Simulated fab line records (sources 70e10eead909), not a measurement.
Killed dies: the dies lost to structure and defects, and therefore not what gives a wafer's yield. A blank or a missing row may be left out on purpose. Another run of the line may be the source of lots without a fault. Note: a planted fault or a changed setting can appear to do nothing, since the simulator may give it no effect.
fab line records	flow nand-harc
record: lots: 24	wafers: 72	last-day: 33
route steps=1302 shown A_SOURCE_PLATE@416 A_ONON_D1@445 A_CHANNEL_HOLE_D1@465 A_CHANNEL_FILL_D1@508
lots with no fault: from the same line, run without faults
start-h: the number of hours between the record's first day and the start of the first shown wafer of the lot	wait-h: hours since the lot's step before	" identical to the entry in the row above	L1.1+2: one row covering several wafers at once	- value missing, or start not given	* or withheld: withheld	< > ~ a bound
route shown NAME@n: NAME is a module with steps in the file, n the number in the route of the first one	usual: mean/standard deviation of fault-free wafers	same: alike in all rows	chamber/n: place in a boat	sites: per-site readings	_std_site: their standard deviation	_edge_site: mean of outer sites minus mean of inner sites	radius-mm: for every site, how far away it sits from the centre of the wafer	mask NAME#n: copy n	behind: the tool/chamber that last shaped the wafer	hold: why the lot went on hold/how many hours it stayed there/how the hold came to an end	device: names the non-switching transistor (n, p or np)	end of line: the route-end tests of the same wafers	a step with no rows: only its recipe	killed: count of dies lost to structure and defects at first sort (not the wafer's yield)	map: shows each die of a wafer: x if killed, . if not, _ if none is there
set.NAME: setting as actually run; set.NAME@STEP: the setting as run at that earlier step	model.NAME: the simulator's own value behind a step, which no gauge read
route steps across a sampled set of lots; one table per step, one row per wafer
services: the hour from which a tool's chamber was out of use, counted from the record's first day as start-h (under 0 if before that day), plus the number of hours and why
== steps ==
step: NHARC_A_SOURCE_PLATE_THK_MEAS_09
recipe: thk-meas-gauge: ellipsometry
usual: thk-nm: 9.6/0.95
lot.wafer	tool	chamber	start-h	wait-h	thk-nm
L074.1	film-metro-02	-	145.07	0.4	10.5
L074.3	"	-	"	"	8.6
L074.4	"	-	"	"	9.4
L075.3	film-metro-02	-	169.59	0.4	11.5
L075.4	"	-	"	"	9.9
L075.6	"	-	"	"	11.6
L077.1	film-metro-02	-	172.63	0.4	8.9
L077.2	"	-	"	"	10.5
L077.5	"	-	"	"	10.7
L076.1	film-metro-01	-	172.63	0.4	8.5
L076.2	"	-	"	"	9.9
L076.3	"	-	"	"	10.3
L078.2	film-metro-01	-	198.88	0.4	9.4
L078.3	"	-	"	"	9.9
L078.6	"	-	"	"	10.2
L079.2	film-metro-02	-	198.88	0.4	8.6
L079.3	"	-	"	"	8.1
L079.5	"	-	"	"	11.2
L080.1	film-metro-02	-	209.20	0.4	11.2
L080.3	"	-	"	"	8.6
L080.6	"	-	"	"	8.0
L081.1	film-metro-01	-	216.13	0.4	9.8
L081.3	"	-	"	"	8.0
L081.5	"	-	"	"	8.7
L082.1	film-metro-01	-	233.68	0.4	10.0
L082.4	"	-	"	"	11.3
L082.5	"	-	"	"	8.1
L083.2	film-metro-02	-	233.68	0.4	10.1
L083.4	"	-	"	"	10.0
L083.5	"	-	"	"	10.0
L084.1	film-metro-01	-	256.09	0.4	9.6
L084.3	"	-	"	"	9.8
L084.4	"	-	"	"	9.8
L085.2	film-metro-02	-	259.17	0.4	8.2
L085.3	"	-	"	"	9.7
L085.4	"	-	"	"	9.2
L086.1	film-metro-01	-	291.45	0.4	11.3
L086.4	"	-	"	"	8.3
L086.5	"	-	"	"	9.4
L088.1	film-metro-02	-	291.45	0.4	9.5
L088.3	"	-	"	"	8.1
L088.5	"	-	"	"	9.8
L089.2	film-metro-02	-	291.45	0.4	7.4
L089.5	"	-	"	"	10.5
L089.6	"	-	"	"	10.5
L087.1	film-metro-01	-	301.11	0.4	9.8
L087.2	"	-	"	"	8.8
L087.3	"	-	"	"	10.5
L090.1	film-metro-01	-	319.16	0.4	9.1
L090.4	"	-	"	"	9.6
L090.5	"	-	"	"	9.6
L091.2	film-metro-02	-	319.16	0.4	8.8
L091.5	"	-	"	"	9.8
L091.6	"	-	"	"	9.4
L092.3	film-metro-01	-	333.10	0.4	11.5
L092.5	"	-	"	"	9.4
L092.6	"	-	"	"	9.4
L093.1	film-metro-02	-	344.22	0.4	8.9
L093.2	"	-	"	"	10.0
L093.3	"	-	"	"	10.2
L094.1	film-metro-02	-	356.00	0.4	8.7
L094.2	"	-	"	"	9.7
L094.3	"	-	"	"	10.7
L096.2	film-metro-01	-	366.07	0.4	10.4
L096.4	"	-	"	"	10.2
L096.5	"	-	"	"	10.5
L095.2	film-metro-02	-	366.07	0.4	9.7
L095.4	"	-	"	"	9.2
L095.5	"	-	"	"	8.6
L097.1	film-metro-01	-	378.42	0.4	8.1
L097.5	"	-	"	"	10.1
L097.6	"	-	"	"	9.4
step: NHARC_A_SOURCE_PLATE_INSPECT_08
usual: raw-defect-count: 62/27
lot.wafer	tool	chamber	start-h	wait-h	raw-defect-count
L074.1	defect-inspect-01	-	157.57	0.0	88
L074.3	"	-	"	"	111
L074.4	"	-	"	"	153
L075.3	defect-inspect-01	-	182.78	0.0	80
L075.4	"	-	"	"	86
L075.6	"	-	"	"	89
L077.1	defect-inspect-02	-	182.79	0.0	41
L077.2	"	-	"	"	45
L077.5	"	-	"	"	63
L076.1	defect-inspect-01	-	182.83	0.0	48
L076.2	"	-	"	"	79
L076.3	"	-	"	"	62
L078.2	defect-inspect-01	-	211.45	0.0	39
L078.3	"	-	"	"	37
L078.6	"	-	"	"	29
L079.2	defect-inspect-02	-	211.45	0.0	78
L079.3	"	-	"	"	45
L079.5	"	-	"	"	66
L080.1	defect-inspect-01	-	224.88	0.0	37
L080.3	"	-	"	"	64
L080.6	"	-	"	"	56
L081.1	defect-inspect-01	-	229.25	0.0	48
L081.3	"	-	"	"	70
L081.5	"	-	"	"	58
L082.1	defect-inspect-02	-	246.55	0.0	45
L082.4	"	-	"	"	55
L082.5	"	-	"	"	38
L083.2	defect-inspect-01	-	246.55	0.0	84
L083.4	"	-	"	"	57
L083.5	"	-	"	"	53
L084.1	defect-inspect-01	-	269.14	0.0	80
L084.3	"	-	"	"	86
L084.4	"	-	"	"	59
L085.2	defect-inspect-02	-	269.14	0.0	31
L085.3	"	-	"	"	42
L085.4	"	-	"	"	42
L089.2	defect-inspect-01	-	305.89	0.0	14
L089.5	"	-	"	"	54
L089.6	"	-	"	"	26
L086.1	defect-inspect-02	-	305.90	0.0	74
L086.4	"	-	"	"	62
L086.5	"	-	"	"	106
L088.1	defect-inspect-01	-	305.93	0.0	40
L088.3	"	-	"	"	58
L088.5	"	-	"	"	77
L087.1	defect-inspect-02	-	313.57	0.0	29
L087.2	"	-	"	"	49
L087.3	"	-	"	"	37
L090.1	defect-inspect-01	-	332.29	0.0	75
L090.4	"	-	"	"	48
L090.5	"	-	"	"	103
L091.2	defect-inspect-02	-	332.29	0.0	45
L091.5	"	-	"	"	40
L091.6	"	-	"	"	84
L092.3	defect-inspect-01	-	347.87	0.0	40
L092.5	"	-	"	"	30
L092.6	"	-	"	"	23
L093.1	defect-inspect-02	-	359.66	0.0	50
L093.2	"	-	"	"	55
L093.3	"	-	"	"	63
L094.1	defect-inspect-02	-	368.75	0.0	91
L094.2	"	-	"	"	38
L094.3	"	-	"	"	103
L095.2	defect-inspect-02	-	381.63	0.0	38
L095.4	"	-	"	"	78
L095.5	"	-	"	"	70
L096.2	defect-inspect-02	-	381.64	0.0	53
L096.4	"	-	"	"	98
L096.5	"	-	"	"	48
L097.1	defect-inspect-02	-	392.23	0.0	26
L097.5	"	-	"	"	38
L097.6	"	-	"	"	33
step: NHARC_A_ONON_D1_THK_MEAS_30
recipe: thk-meas-gauge: ellipsometry
usual: thk-nm: 1001/9
lot.wafer	tool	chamber	start-h	wait-h	thk-nm
L074.1	film-metro-02	-	173.95	-	1007
L074.3	"	-	"	"	1007
L074.4	"	-	"	"	1007
L075.3	film-metro-02	-	196.27	-	1005
L075.4	"	-	"	"	1005
L075.6	"	-	"	"	1007
L077.1	film-metro-01	-	196.41	-	1003
L077.2	"	-	"	"	1003
L077.5	"	-	"	"	1006
L076.1	film-metro-02	-	196.63	-	998
L076.2	"	-	"	"	998
L076.3	"	-	"	"	999
L078.2	film-metro-02	-	224.40	-	1002
L078.3	"	-	"	"	1000
L078.6	"	-	"	"	1002
L079.2	film-metro-01	-	224.40	-	1014
L079.3	"	-	"	"	1015
L079.5	"	-	"	"	1013
L080.1	film-metro-02	-	238.12	-	1003
L080.3	"	-	"	"	1002
L080.6	"	-	"	"	1004
L081.1	film-metro-01	-	244.80	-	1015
L081.3	"	-	"	"	1015
L081.5	"	-	"	"	1014
L082.1	film-metro-01	-	259.45	-	1001
L082.4	"	-	"	"	1000
L082.5	"	-	"	"	998
L083.2	film-metro-02	-	259.45	-	1013
L083.4	"	-	"	"	1015
L083.5	"	-	"	"	1012
L085.2	film-metro-01	-	282.01	-	979
L085.3	"	-	"	"	981
L085.4	"	-	"	"	978
L084.1	film-metro-02	-	282.03	-	999
L084.3	"	-	"	"	1003
L084.4	"	-	"	"	1001
L086.1	film-metro-02	-	322.81	-	992
L086.4	"	-	"	"	992
L086.5	"	-	"	"	990
L088.1	film-metro-01	-	322.82	-	999
L088.3	"	-	"	"	1001
L088.5	"	-	"	"	1001
L089.2	film-metro-02	-	322.82	-	1007
L089.5	"	-	"	"	1007
L089.6	"	-	"	"	1007
L087.1	film-metro-02	-	330.66	-	1011
L087.2	"	-	"	"	1011
L087.3	"	-	"	"	1011
L091.2	film-metro-02	-	345.26	-	990
L091.5	"	-	"	"	989
L091.6	"	-	"	"	989
L090.1	film-metro-01	-	345.29	-	1016
L090.4	"	-	"	"	1016
L090.5	"	-	"	"	1016
L092.3	film-metro-02	-	363.99	-	991
L092.5	"	-	"	"	992
L092.6	"	-	"	"	991
L093.1	film-metro-01	-	372.88	-	999
L093.2	"	-	"	"	996
L093.3	"	-	"	"	999
L094.1	film-metro-01	-	381.62	-	1002
L094.2	"	-	"	"	1002
L094.3	"	-	"	"	1001
L095.2	film-metro-01	-	394.57	-	998
L095.4	"	-	"	"	999
L095.5	"	-	"	"	999
L096.2	film-metro-02	-	394.61	-	990
L096.4	"	-	"	"	990
L096.5	"	-	"	"	991
L097.1	film-metro-01	-	405.17	-	994
L097.5	"	-	"	"	994
L097.6	"	-	"	"	994
step: NHARC_A_CHANNEL_HOLE_D1_DESCUM_15
recipe: time-s: 3	o2-flow-sccm: 200	ar-flow-sccm: 0	bias-power-w: 0	chemistry: O2
usual: drypump-motor-current-A: 5.8/0.48	oes-product-au: 1.003/0.0082	rf-vpp-V: 57.8/0.85	showerhead-plenum-p-Torr: 1.92/0.076	throttle-valve-pct: 11.312/0.0084
lot.wafer	tool	chamber	start-h	wait-h	drypump-motor-current-A	oes-product-au	rf-hours-counter-h	rf-vpp-V	showerhead-plenum-p-Torr	throttle-valve-pct
L074.1	rie-diel-07	3	180.07	0.1	5.4	1.004	19	58.1	1.97	11.309
L074.3	"	1	"	"	5.7	0.999	15	58.6	1.94	11.307
L074.4	"	2	"	"	6.7	1.018	18	57.3	1.97	11.298
L075.4	rie-diel-03	2	204.26	0.1	6.2	1.008	6	58.6	2.04	11.302
L075.3	"	3	"	"	6.1	1.022	7	56.8	1.79	11.321
L075.6	"	0	"	"	5.7	1.013	-	57.6	1.87	11.304
L077.2	rie-diel-07	0	205.34	0.1	6.3	1.003	25	57.5	1.88	11.306
L077.1	"	1	"	"	5.7	0.999	22	59.0	1.94	11.311
L077.5	"	2	"	"	6.7	1.014	-	58.7	1.97	11.323
L076.2	rie-diel-03	1	206.25	0.1	5.8	0.999	4	57.3	1.90	11.317
L076.1	"	2	"	"	6.3	1.004	7	58.1	2.04	11.314
L076.3	"	0	"	"	5.6	1.002	8	57.6	1.87	11.323
L078.2	rie-diel-03	2	227.87	0.1	6.2	0.995	9	58.0	2.04	11.306
L078.3	"	0	"	"	5.6	0.998	9	57.3	1.87	11.297
L078.6	"	2	"	"	6.2	0.991	-	57.5	2.04	11.305
L079.2	rie-diel-01	0	228.02	0.1	5.7	0.998	4	57.8	1.87	11.312
L079.3	"	2	"	"	5.1	1.000	3	58.2	1.94	11.310
L079.5	"	3	"	"	5.1	1.006	-	56.5	2.01	11.294
L080.1	rie-diel-03	1	241.56	0.1	5.8	0.994	8	57.4	1.90	11.300
L080.3	"	3	"	"	6.1	1.006	11	58.1	1.79	11.313
L080.6	"	1	"	"	5.8	1.000	-	57.3	1.90	11.325
L081.3	rie-diel-01	2	248.18	0.1	5.1	1.003	9	59.5	1.94	11.303
L081.1	"	0	"	"	5.7	1.001	12	57.0	1.87	11.317
L081.5	"	2	"	"	5.1	0.998	-	57.0	1.94	11.316
L082.1	rie-diel-03	1	268.00	0.1	5.8	1.008	10	57.4	1.90	11.309
L082.5	"	2	"	"	6.3	0.996	-	57.9	2.04	11.318
L082.4	"	1	"	"	5.9	1.009	-	57.1	1.90	11.310
L083.2	rie-diel-01	3	269.12	0.1	5.1	1.008	18	56.1	2.01	11.306
L083.4	"	2	"	"	5.1	0.984	14	56.5	1.94	11.310
L083.5	"	3	"	"	5.1	1.000	-	58.2	2.01	11.317
L085.4	rie-diel-07	1	289.97	0.1	5.7	1.012	51	58.9	1.93	11.305
L085.3	"	2	"	"	6.7	1.008	50	58.5	1.96	11.308
L085.2	"	3	"	"	5.3	1.006	58	58.1	1.96	11.311
L084.1	rie-diel-03	2	290.58	0.1	6.3	0.997	0	56.3	2.04	11.298
L084.3	"	1	"	"	5.8	0.998	-	56.9	1.90	11.303
L084.4	"	2	"	"	6.3	0.989	-	57.8	2.04	11.325
L088.1	rie-diel-03	3	326.25	0.1	6.1	0.996	0	57.1	1.79	11.326
L088.3	"	1	"	"	5.9	0.997	5	57.4	1.90	11.299
L088.5	"	3	"	"	6.1	1.003	-	57.4	1.79	11.313
L086.1	rie-diel-07	1	326.39	0.1	5.7	1.007	6	57.3	1.93	11.299
L086.4	"	2	"	"	6.7	1.017	8	56.5	1.95	11.310
L086.5	"	1	"	"	5.7	1.009	-	59.5	1.93	11.318
L089.2	rie-diel-01	3	326.66	0.1	5.1	1.008	34	58.4	2.00	11.315
L089.6	"	1	"	"	5.1	1.004	-	56.6	1.77	11.321
L089.5	"	2	"	"	5.1	1.000	-	57.4	1.93	11.319
L087.2	rie-diel-03	1	335.46	0.1	5.8	0.993	6	57.6	1.90	11.315
L087.3	"	2	"	"	6.3	0.998	6	58.4	2.03	11.307
L087.1	"	3	"	"	6.1	1.000	1	57.7	1.79	11.308
L091.2	rie-diel-07	2	348.62	0.1	6.7	1.013	20	55.7	1.95	11.294
L091.6	"	3	"	"	5.4	1.003	-	60.1	1.95	11.312
L091.5	"	0	"	"	6.3	1.008	-	56.7	1.87	11.326
L090.4	rie-diel-01	0	348.77	0.1	5.7	0.997	45	57.7	1.86	11.304
L090.1	"	1	"	"	5.1	1.004	43	57.3	1.77	11.319
L090.5	"	2	"	"	5.1	0.993	-	57.2	1.93	11.300
L092.3	rie-diel-07	0	372.75	0.1	6.3	1.004	23	56.6	1.87	11.302
L092.6	"	1	"	"	5.7	0.997	-	57.8	1.92	11.310
L092.5	"	2	"	"	6.7	0.996	-	57.0	1.95	11.309
L093.2	rie-diel-07	3	388.16	0.1	5.3	1.001	30	58.3	1.95	11.317
L093.1	"	0	"	"	6.2	1.016	27	57.1	1.86	11.311
L093.3	"	1	"	"	5.7	1.001	23	57.2	1.92	11.314
L094.2	rie-diel-07	0	388.27	0.1	6.3	1.007	27	59.3	1.86	11.317
L094.1	"	1	"	"	5.7	1.003	23	58.3	1.92	11.312
L094.3	"	2	"	"	6.7	1.005	27	58.8	1.95	11.295
L095.2	rie-diel-03	1	397.89	0.1	5.8	1.007	9	56.6	1.90	11.305
L095.4	"	0	"	"	5.7	1.014	4	57.5	1.87	11.326
L095.5	"	1	"	"	5.8	1.009	-	59.0	1.90	11.313
L096.2	rie-diel-01	1	398.15	0.1	5.1	0.992	2	58.5	2.08	11.316
L096.4	"	2	"	"	5.1	0.996	2	56.7	1.93	11.314
L096.5	"	3	"	"	5.1	0.993	-	58.6	2.00	11.296
L097.1	rie-diel-03	1	410.04	0.1	5.8	0.986	10	57.9	1.90	11.317
L097.6	"	0	"	"	5.6	1.005	-	57.2	1.87	11.303
L097.5	"	1	"	"	5.8	0.985	-	57.0	1.90	11.321
step: NHARC_A_CHANNEL_HOLE_D1_ETCH_20
recipe: bias-v: 3000	source-w: withheld	pressure-mtorr: 20	time-s: 361.9	ar-flow-sccm: 375	c4f8-flow-sccm: 89.3	o2-flow-sccm: 35.7	temp-c: -20	target-depth-a: 16000	chemistry: C4F8/O2/Ar
usual: drypump-motor-current-A: 5.7/0.54	oes-air-line-au: 1.004/0.019	showerhead-plenum-p-Torr: 3.67/0.045	throttle-valve-pct: 32.155/0.0093
lot.wafer	tool	chamber	start-h	wait-h	drypump-motor-current-A	oes-air-line-au	rf-hours-counter-h	showerhead-plenum-p-Torr	throttle-valve-pct
L074.1	har-etch-02	0	181.79	0.1	6.3	1.025	290	3.77	32.154
L074.3	"	1	"	"	5.1	1.013	-	3.70	32.171
L074.4	"	0	"	"	6.3	1.026	-	3.77	32.155
L075.3	har-etch-02	1	205.64	0.2	5.1	1.017	-	3.70	32.155
L075.4	"	0	"	"	6.2	1.037	-	3.76	32.141
L075.6	"	1	"	"	5.1	0.979	-	3.70	32.147
L077.2	har-etch-01	0	206.94	0.1	6.1	0.978	95	3.66	32.147
L077.1	"	1	"	"	5.1	0.987	95	3.68	32.132
L077.5	"	1	"	"	5.1	1.026	-	3.68	32.150
L076.1	har-etch-02	1	209.70	0.1	5.1	1.005	302	3.70	32.161
L076.2	"	0	"	"	6.3	0.976	302	3.76	32.154
L076.3	"	0	"	"	6.3	1.023	-	3.76	32.163
L078.2	har-etch-02	1	229.15	0.1	5.1	1.006	317	3.69	32.161
L078.3	"	1	"	"	5.1	1.000	-	3.69	32.155
L078.6	"	0	"	"	6.2	1.019	-	3.75	32.162
L079.2	har-etch-01	1	229.31	0.1	5.2	1.000	110	3.68	32.158
L079.3	"	1	"	"	5.2	0.998	-	3.68	32.147
L079.5	"	1	"	"	5.2	0.984	-	3.68	32.157
L080.1	har-etch-01	1	242.91	0.1	5.1	1.037	114	3.67	32.149
L080.3	"	1	"	"	5.2	1.021	-	3.67	32.142
L080.6	"	0	"	"	6.1	1.005	-	3.65	32.148
L081.1	har-etch-01	0	249.48	0.1	6.1	1.024	118	3.65	32.153
L081.3	"	1	"	"	5.2	1.020	-	3.67	32.171
L081.5	"	1	"	"	5.1	0.980	-	3.67	32.163
L082.1	har-etch-01	1	269.54	0.1	5.2	1.029	130	3.67	32.173
L082.4	"	0	"	"	6.2	1.045	-	3.64	32.143
L082.5	"	0	"	"	6.1	1.005	-	3.64	32.160
L083.2	har-etch-02	0	270.41	0.1	6.3	1.000	340	3.74	32.151
L083.4	"	1	"	"	5.1	0.990	-	3.68	32.149
L083.5	"	1	"	"	5.1	0.985	-	3.68	32.147
L085.2	har-etch-02	1	291.32	0.1	5.1	1.003	352	3.67	32.169
L085.3	"	0	"	"	6.3	0.986	-	3.74	32.158
L085.4	"	1	"	"	5.1	1.004	-	3.67	32.156
L084.1	har-etch-01	1	292.52	0.1	5.2	1.022	145	3.66	32.153
L084.4	"	0	"	"	6.1	1.001	-	3.63	32.151
L084.3	"	1	"	"	5.1	0.995	-	3.66	32.142
L088.1	har-etch-01	1	327.67	0.1	5.1	0.983	156	3.65	32.152
L088.3	"	0	"	"	6.2	0.994	-	3.63	32.154
L088.5	"	1	"	"	5.1	1.007	-	3.65	32.170
L086.1	har-etch-02	0	327.68	0.1	6.3	0.975	371	3.72	32.158
L086.4	"	0	"	"	6.3	0.989	-	3.72	32.160
L086.5	"	0	"	"	6.3	1.032	-	3.73	32.165
L089.2	har-etch-01	0	331.83	0.1	6.2	0.995	160	3.63	32.160
L089.5	"	1	"	"	5.1	1.020	-	3.65	32.161
L089.6	"	0	"	"	6.2	1.000	-	3.63	32.174
L087.2	har-etch-02	0	339.83	0.1	6.3	0.972	382	3.72	32.141
L087.1	"	1	"	"	5.1	1.003	382	3.65	32.143
L087.3	"	0	"	"	6.3	0.961	-	3.72	32.151
L091.2	har-etch-02	1	349.94	0.1	5.1	1.008	390	3.65	32.155
L091.6	"	0	"	"	6.3	1.009	-	3.71	32.163
L091.5	"	1	"	"	5.1	1.005	-	3.65	32.142
L090.1	har-etch-01	0	351.19	0.1	6.2	1.012	176	3.62	32.157
L090.4	"	1	"	"	5.2	0.993	-	3.64	32.149
L090.5	"	1	"	"	5.1	0.984	-	3.64	32.159
L092.3	har-etch-01	0	374.12	0.2	6.1	0.981	-	3.61	32.147
L092.6	"	0	"	"	6.1	0.989	-	3.61	32.154
L092.5	"	1	"	"	5.1	1.022	-	3.63	32.149
L093.1	har-etch-02	0	394.25	0.1	6.2	1.013	0	3.71	32.155
L093.2	"	1	"	"	5.1	0.987	0	3.64	32.140
L093.3	"	1	"	"	5.1	0.990	-	3.64	32.145
L094.2	har-etch-01	1	397.59	0.1	5.1	1.006	198	3.63	32.152
L094.1	"	0	"	"	6.1	0.997	198	3.61	32.147
L094.3	"	0	"	"	6.1	0.997	-	3.61	32.154
L095.2	har-etch-01	1	401.76	0.1	5.2	1.007	202	3.63	32.147
L095.4	"	0	"	"	6.1	1.002	-	3.60	32.161
L095.5	"	0	"	"	6.1	1.015	-	3.60	32.151
L096.2	har-etch-02	1	403.02	0.1	5.1	0.974	8	3.64	32.159
L096.4	"	0	"	"	6.3	0.998	-	3.70	32.160
L096.5	"	0	"	"	6.2	1.018	-	3.70	32.165
L097.1	har-etch-01	1	411.84	0.1	5.2	1.011	210	3.62	32.166
L097.6	"	0	"	"	6.2	0.992	-	3.60	32.140
L097.5	"	1	"	"	5.2	1.025	-	3.62	32.143
step: NHARC_A_CHANNEL_FILL_D1_ETCHBACK_08
recipe: target-depth-a: 2200	time-s: 110	c4f8-flow-sccm: 20	ar-flow-sccm: withheld	rf-w: 600	bias-w: 300	chemistry: C4F8
usual: oes-product-au: 0.95/0.033	rf-fwd-power-W: 596.2/2.2	rf-vpp-V: 442.6/1.6
lot.wafer	tool	chamber	start-h	wait-h	oes-product-au	rf-fwd-power-W	rf-hours-counter-h	rf-vpp-V
L074.3	rie-diel-08	0	-	-	0.95	599.8	1.2	441.2
L074.4	"	1	"	"	0.94	594.8	1.3	443.6
L074.1	"	2	"	"	0.94	594.7	1.8	443.3
L076.2	rie-diel-05	2	-	-	1.00	599.6	0.5	444.7
L076.1	"	3	"	"	1.00	596.1	0.5	443.4
L076.3	"	0	"	"	1.00	596.3	0.8	442.5
L075.4	rie-diel-08	3	-	-	0.93	595.2	3.4	445.1
L075.3	"	1	"	"	0.92	595.7	2.7	442.5
L075.6	"	0	"	"	0.92	599.4	-	439.4
L077.1	rie-diel-09	0	-	-	0.94	599.6	5.5	442.6
L077.2	"	2	"	"	0.92	601.0	7.2	440.0
L077.5	"	1	"	"	0.93	598.1	-	441.9
L078.2	rie-diel-08	2	-	-	0.93	591.3	4.2	443.6
L078.3	"	0	"	"	0.92	595.4	3.6	442.6
L078.6	"	3	"	"	0.92	595.5	-	445.2
L079.2	rie-diel-05	1	-	-	0.92	596.5	2.0	444.0
L079.3	"	2	"	"	0.93	599.7	1.6	445.3
L079.5	"	2	"	"	0.93	599.2	-	445.6
L080.1	rie-diel-05	2	-	-	0.93	598.8	1.9	445.2
L080.3	"	3	"	"	0.93	597.5	1.7	442.7
L080.6	"	0	"	"	0.93	595.0	-	440.9
L081.3	rie-diel-05	3	-	-	1.00	595.6	2.3	445.6
L081.1	"	0	"	"	1.00	593.7	2.7	444.3
L081.5	"	0	"	"	0.99	596.3	-	441.3
L082.1	rie-diel-09	2	-	-	0.92	591.8	10.3	440.2
L082.4	"	3	"	"	0.92	594.2	-	440.5
L082.5	"	1	"	"	0.93	595.8	-	441.2
L083.2	rie-diel-08	2	-	-	0.94	595.7	5.8	442.9
L083.4	"	3	"	"	0.92	595.1	5.7	445.3
L083.5	"	3	"	"	0.92	594.3	-	444.0
L085.4	rie-diel-09	1	-	-	1.00	596.1	0.3	441.6
L085.3	"	2	"	"	1.00	594.4	0.6	439.8
L085.2	"	0	"	"	1.00	599.9	0.4	441.5
L084.1	rie-diel-08	1	-	-	0.99	600.7	6.3	443.4
L084.3	"	2	"	"	0.99	593.1	6.8	443.9
L084.4	"	3	"	"	0.99	596.5	6.7	444.8
L086.1	rie-diel-09	0	-	-	0.99	598.4	3.4	442.3
L086.4	"	1	"	"	0.99	592.0	2.9	442.5
L086.5	"	0	"	"	1.00	599.7	-	443.8
L088.1	rie-diel-05	2	-	-	0.93	597.5	9.1	444.1
L088.3	"	1	"	"	0.92	595.8	8.9	442.7
L088.5	"	3	"	"	0.92	601.2	-	443.4
L089.2	rie-diel-08	1	-	-	1.00	597.2	0.0	441.9
L089.6	"	0	"	"	1.00	598.0	-	440.7
L089.5	"	1	"	"	1.00	598.7	-	443.2
L087.2	rie-diel-09	2	-	-	0.93	594.5	2.5	442.1
L087.3	"	3	"	"	0.93	593.4	3.0	441.2
L087.1	"	0	"	"	0.93	596.9	3.5	443.8
L091.2	rie-diel-05	0	-	-	0.93	594.3	9.0	441.9
L091.6	"	3	"	"	0.92	594.3	-	444.1
L091.5	"	0	"	"	0.93	596.6	-	442.4
L090.1	rie-diel-09	1	-	-	0.98	599.1	3.5	442.8
L090.4	"	3	"	"	1.00	593.2	3.9	441.1
L090.5	"	0	"	"	1.00	596.5	-	443.3
L092.3	rie-diel-08	0	-	-	0.93	599.7	2.0	441.0
L092.6	"	0	"	"	0.92	598.7	-	441.5
L092.5	"	1	"	"	0.92	598.5	-	444.7
L093.3	rie-diel-09	1	-	-	0.93	593.6	4.9	441.1
L093.2	"	2	"	"	0.93	593.6	4.9	440.1
L093.1	"	3	"	"	0.93	597.2	5.8	440.4
L094.1	rie-diel-05	0	-	-	0.94	598.1	1.1	441.3
L094.3	"	1	"	"	0.94	600.9	0.9	445.3
L094.2	"	2	"	"	0.97	595.0	1.1	443.7
L096.2	rie-diel-05	3	-	-	0.98	594.0	1.3	443.2
L096.4	"	0	"	"	0.98	593.7	1.2	442.7
L096.5	"	3	"	"	0.99	594.9	-	443.7
L095.2	rie-diel-09	1	-	-	0.92	597.2	5.5	441.4
L095.4	"	2	"	"	0.93	597.5	5.6	438.8
L095.5	"	1	"	"	0.93	597.6	-	442.1
L097.1	rie-diel-08	2	-	-	1.01	593.9	4.3	442.2
L097.5	"	1	"	"	1.00	598.7	-	442.3
L097.6	"	2	"	"	1.00	595.1	-	443.6
== services ==
tool	chamber	start-h	hours	kind
rie-diel-08	1	176.16	3.8	repair
rie-diel-07	2	176.40	1.7	repair
rie-diel-03	1	184.17	8.3	repair
rie-diel-08	-	184.58	0.5	repair
rie-diel-08	-	190.80	9.0	pm
rie-diel-05	0	196.38	14.9	repair
rie-diel-07	2	207.60	7.9	repair
rie-diel-08	1	209.40	4.4	repair
rie-diel-09	-	210.56	2.0	repair
rie-diel-03	0	215.07	5.7	repair
rie-diel-09	-	228.74	0.5	repair
rie-diel-05	-	229.60	9.0	pm
rie-diel-07	2	255.00	1.6	repair
rie-diel-03	0	258.57	36.1	repair
rie-diel-03	1	265.21	2.0	repair
rie-diel-03	-	281.38	9.0	pm
rie-diel-07	-	294.47	9.0	pm
rie-diel-08	1	300.53	3.4	repair
rie-diel-03	0	304.74	13.8	repair
rie-diel-09	0	306.56	7.1	repair
rie-diel-03	0	323.57	3.2	repair
rie-diel-03	0	333.01	3.2	repair
har-etch-02	-	377.14	17.0	pm
rie-diel-03	-	458.38	9.0	pm
== key ==
fault none
